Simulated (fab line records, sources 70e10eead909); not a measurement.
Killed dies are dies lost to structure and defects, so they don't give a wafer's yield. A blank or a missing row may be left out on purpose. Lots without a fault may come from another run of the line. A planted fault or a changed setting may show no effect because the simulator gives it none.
fab line records | flow nand_harc
record lots=14 wafers=42 last_day=33
route steps=1302 shown P_M0@267
lots that met no fault: from a run of the same line without faults
start_h: hours from the record's first day to the start of the lot's first wafer shown | wait_h: hours since the lot's step before | " the same as in the row above | L1.1+2: a row that stands for several wafers | - no value, or no start given | * or withheld: withheld | < > ~ a bound
route shown NAME@n: a module of which the file shows steps, and the number in the route of the first | usual: mean/standard deviation of fault-free wafers | same: alike in all rows | chamber/n: place in a boat | sites: the reading at each site | _std_site: their standard deviation | _edge_site: outer sites' mean less inner sites' | radius_mm: how far each site lies from the wafer's centre | mask NAME#n: copy n | behind: the tool/chamber that last shaped the wafer | hold: why the lot was held/for how many hours/how that ended | device: the transistor (n, p or np) that didn't switch | end of line: the same wafers' tests at the end of the route | a step without rows: its recipe alone | killed: dies lost to structure and defects at the first sort, not the wafer's yield | map: a wafer's dies, x killed, . not, _ none there
set.NAME: the setting as run; set.NAME@STEP: as run at that earlier step | model.NAME: the simulator's own value behind a step, which no gauge read
steps of the route over a sample of lots; a table a step, a row a wafer
services: from which hour (start_h, from the record's first day; less than 0 if before it) a tool's chamber was out of use, for how many hours, and why
## steps
# step NHARC_P_M0_ETCH_34
# recipe target_depth_a=400 overetch_a=120 time_s=43.94 ion_energy_ev=200 n2_flow_sccm=150 h2_flow_sccm=150 ar_flow_sccm=0 rf_w=400 bias_w=150 chemistry=N2/H2
# usual drypump_motor_current_A=5.8/0.52 mfc_ar_sccm=0.011/0.014 oes_product_au=1.005/0.0095 rf_fwd_power_W=395.5/1.5 rf_vpp_V=429.8/2.9 showerhead_plenum_p_Torr=2.01/0.1 throttle_valve_pct=14.172/0.0093
# columns lot.wafer tool chamber start_h wait_h drypump_motor_current_A mfc_ar_sccm oes_product_au rf_fwd_power_W rf_hours_counter_h rf_vpp_V showerhead_plenum_p_Torr throttle_valve_pct
L963.3 rie_diel-13 2 124.35 0.1 5.9 0.018 1.002 395.0 19 426.8 1.95 14.163
L963.2 " 0 " " 6.5 0.038 1.006 393.3 20 435.0 2.19 14.173
L963.5 " 3 " " 5.1 0 1.006 395.3 - 428.2 1.95 14.163
L965.3 rie_diel-13 0 137.79 0.1 6.5 0.038 1.008 397.3 23 434.4 2.19 14.179
L965.6 " 1 " " 5.1 0 0.992 396.2 - 427.0 1.92 14.160
L965.5 " 2 " " 5.9 0.018 1.006 396.1 - 427.0 1.94 14.163
L966.2 rie_diel-11 1 159.81 0.3 6.4 0 1.016 392.9 27 433.6 2.12 14.177
L966.4 " 3 " " 6.3 0.027 1.017 395.0 23 432.6 2.13 14.172
L966.6 " 2 " " 5.5 0 1.019 396.6 - 428.0 1.98 14.177
L967.4 rie_diel-13 3 161.40 0.1 5.2 0 1.014 396.8 28 428.0 1.95 14.160
L967.3 " 2 " " 5.9 0.018 1.005 394.1 24 428.1 1.94 14.148
L967.5 " 0 " " 6.5 0.038 1.014 395.4 - 435.6 2.19 14.165
L968.2 rie_diel-10 3 172.93 0.1 6.1 0 1.011 396.8 32 433.7 2.10 14.180
L968.5 " 3 " " 6.1 0 1.014 394.6 - 432.5 2.09 14.179
L968.6 " 0 " " 6.3 0.019 0.998 395.5 - 430.3 2.04 14.183
L973.4 rie_diel-13 0 218.01 0.1 6.5 0.038 1.005 396.0 6 433.7 2.19 14.176
L973.3 " 2 " " 5.9 0.018 1.010 394.3 5 428.1 1.94 14.180
L973.6 " 0 " " 6.5 0.038 1.002 396.9 - 434.4 2.19 14.181
L975.4 rie_diel-11 3 240.06 0.1 6.3 0.027 1.004 394.9 51 433.6 2.12 14.175
L975.5 " 2 " " 5.5 0 1.025 396.2 - 428.4 1.97 14.167
L975.6 " 3 " " 6.3 0.027 1.006 394.4 - 433.9 2.12 14.177
L978.2 rie_diel-13 3 270.36 0.1 5.2 0 1.009 392.9 15 427.6 1.94 14.161
L978.3 " 0 " " 6.5 0.038 0.999 395.4 16 434.1 2.18 14.171
L978.4 " 1 " " 5.1 0 1.002 394.3 15 427.7 1.91 14.177
L980.3 rie_diel-13 1 293.38 0.1 5.1 0 1.006 392.3 19 428.0 1.91 14.169
L980.4 " 2 " " 5.9 0.018 0.997 395.8 19 427.7 1.94 14.163
L980.5 " 3 " " 5.2 0 1.009 395.8 - 426.7 1.94 14.178
L982.1 rie_diel-10 1 309.12 0.1 6.1 0 0.985 397.5 18 428.8 1.99 14.153
L982.5 " 3 " " 6.1 0 1.001 396.0 - 432.3 2.08 14.166
L982.6 " 0 " " 6.3 0.019 1.008 393.6 - 430.0 2.02 14.159
L983.1 rie_diel-10 1 314.20 0.1 6.1 0 0.986 398.0 18 428.4 1.99 14.163
L983.3 " 2 " " 5.5 0 1.008 396.4 17 426.2 1.90 14.170
L983.6 " 1 " " 6.2 0 0.971 395.6 - 429.3 1.99 14.170
L984.1 rie_diel-10 0 332.73 0.1 6.3 0.019 1.012 393.8 26 430.5 2.02 14.170
L984.4 " 1 " " 6.1 0 0.980 397.7 22 429.2 1.99 14.160
L984.5 " 3 " " 6.2 0 1.000 397.1 - 433.5 2.08 14.176
L985.2 rie_diel-13 2 340.32 0.1 5.9 0.018 1.009 394.3 26 428.3 1.93 14.202
L985.5 " 2 " " 5.9 0.018 1.002 397.8 - 427.7 1.93 14.160
L985.4 " 3 " " 5.2 0 0.993 394.1 - 427.3 1.94 14.171
L986.3 rie_diel-10 2 349.54 0.3 5.5 0 1.023 397.4 31 427.0 1.90 14.170
L986.1 " 3 " " 6.2 0 1.010 396.0 35 431.1 2.08 14.168
L986.5 " 2 " " 5.5 0 1.020 396.6 - 427.4 1.90 14.177
# step NHARC_P_M0_ETCH_15
# recipe target_depth_a=1500 overetch_a=150 time_s=82.5 c4f8_flow_sccm=withheld ar_flow_sccm=400 rf_w=600 bias_w=300 chemistry=C4F8/Ar
# usual oes_product_au=0.966/0.017 rf_fwd_power_W=595.6/2 rf_vpp_V=440/3
# columns lot.wafer tool chamber start_h wait_h oes_product_au rf_fwd_power_W rf_hours_counter_h rf_vpp_V
L963.3 rie_diel-13 2 - - 0.941 592.7 19 437
L963.2 " 1 " " 0.964 595.0 18 437
L963.5 " 2 " " 0.942 594.4 - 440
L965.3 rie_diel-13 3 - - 0.989 596.3 24 439
L965.5 " 2 " " 0.984 594.3 - 438
L965.6 " 3 " " 0.989 597.0 - 439
L966.4 rie_diel-11 3 - - 0.966 596.4 23 442
L966.2 " 2 " " 0.943 594.1 23 437
L966.6 " 3 " " 0.961 596.1 - 443
L967.3 rie_diel-13 2 - - 0.975 598.2 24 438
L967.4 " 3 " " 0.975 596.3 28 439
L967.5 " 1 " " 0.966 595.3 - 438
L968.2 rie_diel-10 2 - - 0.977 599.1 36 437
L968.6 " 1 " " 0.985 597.3 - 439
L968.5 " 2 " " 0.974 597.4 - 439
L973.3 rie_diel-13 2 - - 0.966 593.6 5 438
L973.4 " 3 " " 0.978 597.4 6 438
L973.6 " 1 " " 0.971 596.5 - 436
L975.4 rie_diel-11 3 - - 0.980 590.2 51 443
L975.6 " 2 " " 0.997 595.8 - 439
L975.5 " 3 " " 0.986 593.5 - 444
L978.3 rie_diel-13 2 - - 0.964 599.1 15 438
L978.2 " 3 " " 0.956 597.5 15 438
L978.4 " 0 " " 0.961 593.2 16 445
L980.3 rie_diel-13 1 - - 0.965 596.8 19 438
L980.4 " 3 " " 0.978 593.2 20 439
L980.5 " 2 " " 0.987 594.4 - 438
L982.1 rie_diel-10 3 - - 0.967 594.7 21 443
L982.6 " 0 " " 0.987 594.1 - 439
L982.5 " 1 " " 0.958 594.5 - 439
L983.1 rie_diel-10 3 - - 0.965 595.1 21 441
L983.3 " 0 " " 0.994 595.4 22 442
L983.6 " 2 " " 0.964 594.7 - 439
L984.4 rie_diel-10 3 - - 0.957 594.7 26 441
L984.1 " 0 " " 0.949 595.0 26 440
L984.5 " 1 " " 0.939 595.5 - 439
L985.2 rie_diel-13 3 - - 0.969 592.9 27 437
L985.4 " 3 " " 0.966 593.5 - 438
L985.5 " 2 " " 0.962 597.6 - 438
L986.3 rie_diel-10 2 - - 0.953 597.3 32 437
L986.1 " 0 " " 0.968 596.0 32 441
L986.5 " 2 " " 0.955 594.8 - 437
# step NHARC_P_M0_ECD_22
# recipe target_thk_a=4000 bath_temp_c=25 material=Cu
# columns lot.wafer tool chamber start_h wait_h
L963.2+3+5 ecd_cu-02 1,0,0 125.59 -
L965.3+6+5 ecd_cu-02 0,1,0 139.11 -
L966.2+4+6 ecd_cu-02 0,0,1 161.55 -
L967.3+4+5 ecd_cu-02 0,1,1 162.74 -
L968.2+6+5 ecd_cu-02 1,1,0 174.14 -
L973.4+3+6 ecd_cu-01 0,1,1 219.30 -
L975.4+5+6 ecd_cu-01 1,0,1 241.40 -
L978.2+4+3 ecd_cu-02 0,1,0 271.60 -
L980.4+3+5 ecd_cu-02 1,0,1 294.66 -
L982.1+6+5 ecd_cu-02 1,0,1 310.37 -
L983.1+3+6 ecd_cu-02 0,1,1 315.39 -
L984.1+4+5 ecd_cu-01 0,1,0 334.07 -
L985.2+4+5 ecd_cu-02 0,0,1 341.69 -
L986.1+3+5 ecd_cu-02 1,1,0 350.76 -
# step NHARC_P_M0_ANNEAL_30
# recipe temp_c=225 time_s=90
# usual wafer_temp_C_max=225.8/0.35
# columns lot.wafer tool chamber start_h wait_h wafer_temp_C_max
L963.2 rtp_anneal-01 0 125.96 - 225.5
L963.3 " 0 " " 225.7
L963.5 " 0 " " 225.6
L965.3 rtp_anneal-02 0 139.45 0.3 226.5
L965.5 " 0 " " 226.2
L965.6 " 0 " " 226.2
L966.2 rtp_anneal-01 0 161.93 0.3 225.5
L966.4 " 0 " " 225.7
L966.6 " 0 " " 225.9
L967.3 rtp_anneal-01 0 163.12 0.3 225.6
L967.4 " 0 " " 225.5
L967.5 " 0 " " 225.3
L968.2 rtp_anneal-01 0 174.57 - 225.6
L968.5 " 0 " " 226.0
L968.6 " 0 " " 225.6
L973.3 rtp_anneal-01 0 219.68 0.3 225.8
L973.4 " 0 " " 225.4
L973.6 " 0 " " 225.3
L975.4 rtp_anneal-01 0 241.78 0.3 225.4
L975.5 " 0 " " 225.6
L975.6 " 0 " " 225.5
L978.2 rtp_anneal-02 0 271.98 - 226.1
L978.3 " 0 " " 226.4
L978.4 " 0 " " 226.3
L980.3 rtp_anneal-02 0 295.04 - 226.1
L980.4 " 0 " " 226.3
L980.5 " 0 " " 226.3
L982.1 rtp_anneal-01 0 310.70 0.3 225.7
L982.5 " 0 " " 225.8
L982.6 " 0 " " 225.5
L983.1 rtp_anneal-01 0 315.77 - 225.4
L983.3 " 0 " " 225.6
L983.6 " 0 " " 225.4
L984.1 rtp_anneal-02 0 334.39 0.3 226.6
L984.4 " 0 " " 226.2
L984.5 " 0 " " 226.0
L985.2 rtp_anneal-01 0 342.14 0.4 225.6
L985.4 " 0 " " 225.5
L985.5 " 0 " " 225.3
L986.1 rtp_anneal-01 0 351.14 0.3 225.6
L986.3 " 0 " " 225.3
L986.5 " 0 " " 225.7
# step NHARC_P_M0_CMP_23
# recipe t_overpolish_s=20 target_thk_nm=117.54
# usual motor_current_A=11.6/1 slurry_filter_dp_kPa=13.51/0.14 time_to_endpoint_s=29.2/2.4
# columns lot.wafer tool chamber start_h wait_h motor_current_A slurry_filter_dp_kPa time_to_endpoint_s
L963.3 cmp-04 1 126.28 - 11.4 13.55 29.5
L963.2 " 2 " " 10.1 13.37 33.5
L963.5 " 0 " " 11.4 13.71 32.4
L965.3 cmp-03 1 139.77 - 10.1 13.27 28.0
L965.6 " 2 " " 11.3 13.47 28.5
L965.5 " 3 " " 11.5 13.62 27.0
L966.2 cmp-01 0 162.23 - 11.8 13.55 22.9
L966.4 " 1 " " 10.8 13.25 25.4
L966.6 " 1 " " 11.1 13.49 25.8
L967.3 cmp-04 1 163.36 - 10.4 13.43 30.5
L967.4 " 2 " " 10.1 13.35 33.1
L967.5 " 2 " " 9.5 13.63 33.6
L968.2 cmp-03 1 174.94 - 10.3 13.49 30.9
L968.5 " 2 " " 11.7 13.56 29.7
L968.6 " 3 " " 11.6 13.32 28.6
L973.4 cmp-01 1 219.92 - 11.1 13.68 9.4
L973.3 " 2 " " 11.5 13.58 29.7
L973.6 " 2 " " 10.7 13.42 29.1
L975.4 cmp-03 3 242.00 - 11.5 13.36 25.8
L975.6 " 2 " " 11.6 13.46 27.0
L975.5 " 3 " " 11.6 13.68 7.2
L978.4 cmp-03 3 272.28 - 12.1 13.56 27.1
L978.3 " 0 " " 12.1 13.51 31.5
L978.2 " 2 " " 11.5 13.46 29.8
L980.3 cmp-03 3 295.31 - 12.0 13.36 27.4
L980.4 " 1 " " 10.8 13.66 30.5
L980.5 " 3 " " 11.7 13.46 29.9
L982.1 cmp-04 1 311.10 - 10.9 13.06 28.2
L982.6 " 3 " " 13.5 13.36 28.5
L982.5 " 0 " " 11.8 13.36 29.8
L983.1 cmp-04 1 316.11 - 11.4 13.55 28.3
L983.3 " 3 " " 13.6 13.59 29.7
L983.6 " 2 " " 9.9 13.50 30.5
L984.4 cmp-04 2 334.76 - 10.1 13.59 31.6
L984.1 " 1 " " 11.3 13.68 28.7
L984.5 " 2 " " 9.7 13.43 29.5
L985.4 cmp-01 0 342.46 - 11.9 13.50 26.8
L985.2 " 2 " " 11.7 13.69 28.8
L985.5 " 3 " " 12.8 13.71 27.8
L986.3 cmp-04 2 351.49 - 8.8 13.47 32.2
L986.1 " 1 " " 11.0 13.32 27.9
L986.5 " 2 " " 9.2 13.49 32.4
## services
# columns tool chamber start_h hours kind
cmp-04 - 111.00 4.0 pm
cmp-01 - 111.92 0.9 repair
rie_diel-11 - 117.97 0.4 repair
rie_diel-13 2 119.30 2.7 repair
rie_diel-13 2 139.25 1.6 repair
cmp-03 - 154.96 0.6 repair
ecd_cu-01 - 160.00 8.0 pm
cmp-03 - 160.10 0.6 repair
cmp-03 - 162.00 4.0 pm
rie_diel-13 - 165.50 9.0 pm
cmp-03 - 181.87 18.9 repair
rie_diel-10 - 186.86 0.5 repair
cmp-04 - 193.07 0.4 repair
rie_diel-13 3 197.57 5.2 repair
cmp-04 - 209.00 4.0 pm
ecd_cu-02 - 244.09 8.0 pm
rie_diel-10 - 248.53 9.0 pm
cmp-03 - 254.42 0.3 repair
rie_diel-11 - 256.93 9.0 pm
cmp-03 - 260.11 4.0 pm
cmp-04 - 266.08 1.0 repair
cmp-04 - 307.00 4.0 pm
rie_diel-13 1 335.33 21.1 repair
rie_diel-13 - 342.50 9.0 pm
## key
first_sign step=NHARC_P_M0_CMP_23 reading=time_to_endpoint_s direction=down sigmas=8.9 usual=* struck=*
effect none on later readings
met_at NHARC_P_M0_ECD_22
struck_lots L973,L975
struck_wafers L973.4,L975.5
later_rows_left_out L973.4,L975.5
sort_left_out L973.4,L975.5
not_acting_at NHARC_P_M0_ETCH_34,NHARC_P_M0_ETCH_15,NHARC_P_M0_ANNEAL_30
fault kind=process_parameter_drift tool=ecd_cu-01 chamber=0 onset_h=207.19 steps=NHARC_P_M0_ECD_22 channel=target_thk_a offset=* shape=step end_h=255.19 acts_in=* stated=*
# sort_left_out: the simulated sort isn't trusted on such a fault, so these wafers' sort isn't shown, and their yield isn't known
# later_rows_left_out: the simulator's readings of these wafers behind a module that went badly wrong aren't trusted and aren't shown, but for the sort
